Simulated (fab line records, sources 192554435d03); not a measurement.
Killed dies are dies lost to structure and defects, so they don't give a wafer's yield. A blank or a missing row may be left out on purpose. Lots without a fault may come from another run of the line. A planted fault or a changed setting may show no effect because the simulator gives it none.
Chamber matching | flow n5_finfet | N5_ZERO_LAYER_DESCUM_16 on rie_diel-01: 4 sister chambers
The step chemistry O2, time 7.9 s. 4 wafers are shown with their chamber, then 8 later ones without.

WAFERS WITH THEIR CHAMBER
wafer  | chamber | showerhead_plenum_p_Torr (Torr)
L088.5 | 0       | 2.21
L089.5 | 2       | 2.13
L090.5 | 3       | 2.04
L092.2 | 1       | 2.09

WAFERS WITHOUT THEIR CHAMBER
wafer  | showerhead_plenum_p_Torr (Torr)
L092.5 | 2.04
L092.6 | 2.21
L095.1 | 2.12
L095.3 | 2.21
L095.4 | 2.09
L097.2 | 2.21
L097.5 | 2.04
L097.6 | 2.21

WHICH CHAMBER EACH WENT THROUGH
wafer  | from the rows above | in truth
L092.5 | 3                   | 3
L092.6 | 0                   | 0
L095.1 | 2                   | 2
L095.3 | 0                   | 0
L095.4 | 1                   | 1
L097.2 | 0                   | 0
L097.5 | 3                   | 3
L097.6 | 0                   | 0
Placed correctly: 8 of 8. Can't be placed from these rows: 0. Placed wrongly: 0.
How it was worked out, from the rows above alone: a wafer's distance from a chamber is the root of the sum, over the readings, of the square of ((its reading less the chamber's mean) divided by the reading's scatter). The wafer belongs to the nearest chamber; if the next one is less than 2 further off, it can't be placed. A chamber's mean is the mean of its shown wafers. The scatter: with one shown wafer a chamber, the root of the mean of the squares of how far each hidden wafer lies from its nearest shown one.
